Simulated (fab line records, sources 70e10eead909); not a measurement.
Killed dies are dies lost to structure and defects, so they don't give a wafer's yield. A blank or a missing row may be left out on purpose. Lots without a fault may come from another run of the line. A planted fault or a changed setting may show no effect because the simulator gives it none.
Tool commonality check | flow nand_harc | 3 lots, 9 wafers sampled

WHY IT WAS OPENED
At NHARC_END_SORT_01 the reading killed_dies is flagged on 3 of 3 lots. Wafers without a fault read 32, standard deviation 9.
Rule: a lot is flagged when every wafer of it that has a number lies more than 4 standard deviations from that mean, or none has a number. The other lots count as sound.

lot  | measured     | on        | killed_dies, wafer by wafer | flag
L924 | day 20 12:23 | prober-02 | 677 677 677                 | FLAGGED
L925 | day 20 19:25 | prober-02 | 677 677 677                 | FLAGGED
L927 | day 21 07:46 | prober-02 | 677 677 677                 | FLAGGED
The numbers of the flagged lots are 677 on average: +645 against the usual, or +72 standard deviations.

WHICH TOOL RAN EACH LOT
The record holds 4 process steps before the reading, out of a route of 1159 steps. In each cell: the tool, then ch and the chambers that the sampled wafers went through, then the start.
lot  | flag    | NHARC_A_CONTACT_STRIP_82                      | NHARC_A_CONTACT_ETCH_88            | NHARC_A_CONTACT_ETCH_135             | NHARC_A_CONTACT_ETCH_98
L924 | FLAGGED | rie_diel-09 ch 0,1,3, day 17 15:23 or earlier | rie_diel-13 ch 1,2,3, day 17 15:23 | har_cap_etch-02 ch 0,1, day 17 16:29 | rie_diel-06 ch 0,1,3, day 20 12:23 or earlier
L925 | FLAGGED | rie_diel-06 ch 0,1,2, day 17 18:16 or earlier | rie_diel-06 ch 1,2,3, day 17 18:16 | har_cap_etch-01 ch 0,1, day 17 19:22 | rie_diel-06 ch 0,2,3, day 20 19:25 or earlier
L927 | FLAGGED | rie_diel-06 ch 1,2, day 19 03:49 or earlier   | rie_diel-06 ch 1,2,3, day 19 03:49 | har_cap_etch-03 ch 0,1, day 19 05:12 | rie_diel-06 ch 1,2, day 19 06:23
What these steps do:
- NHARC_A_CONTACT_STRIP_82: strips in O2.
- NHARC_A_CONTACT_ETCH_88: etches the open film in CF4, target depth 39 nm, time 65 s.
- NHARC_A_CONTACT_ETCH_135: etches the open film in C4F8/O2/Ar, time 132 s, target depth 1287 nm.
- NHARC_A_CONTACT_ETCH_98: etches the open film in C4F6/O2, target depth 20 nm, time 10 s.
- NHARC_END_SORT_01

FLAGGED OVER TOTAL, TOOL BY TOOL (the gauges that took the reading come last)
step                     | tool            | lots run | flagged | share of the flagged lots | sound lots run after its first flagged lot
NHARC_A_CONTACT_STRIP_82 | rie_diel-06     | 2        | 2       | some                      | 0
NHARC_A_CONTACT_STRIP_82 | rie_diel-09     | 1        | 1       | some                      | 0
NHARC_A_CONTACT_ETCH_88  | rie_diel-06     | 2        | 2       | some                      | 0
NHARC_A_CONTACT_ETCH_88  | rie_diel-13     | 1        | 1       | some                      | 0
NHARC_A_CONTACT_ETCH_135 | har_cap_etch-01 | 1        | 1       | some                      | 0
NHARC_A_CONTACT_ETCH_135 | har_cap_etch-02 | 1        | 1       | some                      | 0
NHARC_A_CONTACT_ETCH_135 | har_cap_etch-03 | 1        | 1       | some                      | 0
NHARC_A_CONTACT_ETCH_98  | rie_diel-06     | 3        | 3       | all                       | 0
NHARC_END_SORT_01        | prober-02       | 3        | 3       | all                       | 0
NHARC_A_CONTACT_STRIP_82 gives no start for some lots, so the hours and the order of its lots are those of NHARC_A_CONTACT_ETCH_88. NHARC_A_CONTACT_ETCH_98 gives no start for some lots, so the hours and the order of its lots are those of NHARC_END_SORT_01.

WHAT THE TABLE ALLOWS
2 rows of the table ran every flagged lot: rie_diel-06 at NHARC_A_CONTACT_ETCH_98, prober-02 at NHARC_END_SORT_01.
- rie_diel-06 at NHARC_A_CONTACT_ETCH_98: 3 of its 3 lots flagged. It ran no sound lot before its first flagged lot in this sample, so the start can't be narrowed down.
- prober-02 at NHARC_END_SORT_01: 3 of its 3 lots flagged. It ran no sound lot before its first flagged lot in this sample, so the start can't be narrowed down.
Counting lots can't tell these 2 tools apart, because each fits a fault that began at some hour. More lots, or a look at what each step does to the wafer, might.

WHAT THE SIMULATOR HAD PUT IN
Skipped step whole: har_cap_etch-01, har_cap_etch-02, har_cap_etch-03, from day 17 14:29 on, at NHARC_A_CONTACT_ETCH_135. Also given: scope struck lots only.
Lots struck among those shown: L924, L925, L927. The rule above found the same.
